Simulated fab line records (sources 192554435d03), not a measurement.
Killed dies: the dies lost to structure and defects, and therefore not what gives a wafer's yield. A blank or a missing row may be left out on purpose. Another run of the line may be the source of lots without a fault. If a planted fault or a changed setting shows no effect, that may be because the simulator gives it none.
One fault through the eyes of 3 desks / flow n5_finfet / each desk has only its own numbers; what lay behind them comes last

## TOOL OWNER'S DESK, rie_diel-03
The tool's own readings at N5_BEOL_M14_ETCH_68 (etches SOC in N2/H2, time 450 s): means of the sampled wafers that have a number, for each lot that ran on this tool. The brackets show how far a lot's mean lies from the usual mean; more than 4 standard deviations puts the lot out of limits, marked OUT.
Columns: A = drypump_motor_current_A at N5_BEOL_M14_ETCH_68, usual 5.6 A; B = oes_product_au at N5_BEOL_M14_ETCH_68, usual 0.78 a.u.; C = rf_vpp_V at N5_BEOL_M14_ETCH_68, usual 524.3 V; D = run_length_s at N5_BEOL_M14_ETCH_68, usual 473.4 s; E = showerhead_plenum_p_Torr at N5_BEOL_M14_ETCH_68, usual 2.56 Torr; F = throttle_valve_pct at N5_BEOL_M14_ETCH_68, usual 17.63 %
lot=L961; first seen here=day 11 22:37; A=5.3; B=0.76; C=525.9; D=473.6; E=2.60; F=17.49
lot=L969; first seen here=day 14 10:04; A=5.7; B=0.80; C=523.9; D=488.1 (+31) OUT; E=2.56; F=17.58
lot=L971; first seen here=day 14 16:01; A=5.2; B=0.74; C=524.5; D=488.1 (+31) OUT; E=2.57; F=17.55
lot=L972; first seen here=day 14 22:01; A=5.3; B=0.71; C=523.2; D=487.8 (+30) OUT; E=2.51; F=17.66
This desk's finding: out of limits on L969, L971, L972; first on L969, day 14 10:04 (run_length_s at N5_BEOL_M14_ETCH_68). L961: within limits.

## AT THE METROLOGY DESK
Means of the sampled wafers that have a number, per lot and without regard to the tool the lot ran on: this is what the gauges read. The brackets show how far a lot's mean lies from the usual mean; more than 4 standard deviations puts the lot out of limits, marked OUT.
Columns: A = cd_nm at N5_BEOL_M14_CD_MEAS_28, usual 284.1 nm; B = M14_OVL at N5_BEOL_M14_OVL_MEAS_29, usual 0 nm
lot=L961; first seen here=day 11 22:13; A=284.2; B=11
lot=L962; first seen here=day 12 07:24; A=282.8; B=0
lot=L969; first seen here=day 14 09:47; A=285.4; B=3
lot=L971; first seen here=day 14 15:10; A=282.5; B=-7
lot=L972; first seen here=day 14 20:59; A=285.9; B=-3
lot=L976; first seen here=day 16 04:53; A=287.1; B=-11
lot=L979; first seen here=day 17 01:45; A=285.2; B=7
Finding of this desk: none of the 7 lots has anything out of limits.

## THE DEFECT DESK
What the inspections along the route counted, lot by lot: means of the sampled wafers that have a number. The brackets show how far a lot's mean lies from the usual mean; more than 4 standard deviations puts the lot out of limits, marked OUT.
Columns: A = raw_defect_count at N5_BEOL_M14_INSPECT_30, usual 2.0
lot=L961; first seen here=day 11 22:16; A=2.0
lot=L962; first seen here=day 12 07:28; A=2.3
lot=L969; first seen here=day 14 09:50; A=1.5
lot=L971; first seen here=day 14 15:13; A=1.0
lot=L972; first seen here=day 14 21:02; A=3.5
lot=L976; first seen here=day 16 04:56; A=2.3
lot=L979; first seen here=day 17 01:48; A=2.3
Finding of this desk: none of the 7 lots has anything out of limits.

## TAKEN TOGETHER
At day 14 10:04, on L969, L971, L972, the tool owner's desk was in a position to raise an alarm.
The metrology desk saw nothing out of limits.
Nothing the defect desk looked at was out of limits.
The metrology desk has L969, L971, L972 on record, within its limits.
The defect desk has L969, L971, L972 on record, within its limits.
The lots listed all ran N5_BEOL_M14_ETCH_68 on rie_diel-03.

## WHAT THE SIMULATOR PUT IN
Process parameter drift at N5_BEOL_M14_ETCH_68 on rie_diel-03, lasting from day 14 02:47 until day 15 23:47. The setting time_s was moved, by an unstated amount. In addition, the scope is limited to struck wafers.
Shown lots that were struck: L969, L971, L972.
Delay in hours, fault start to first out-of-limits reading, by desk: the tool owner's desk at 7.
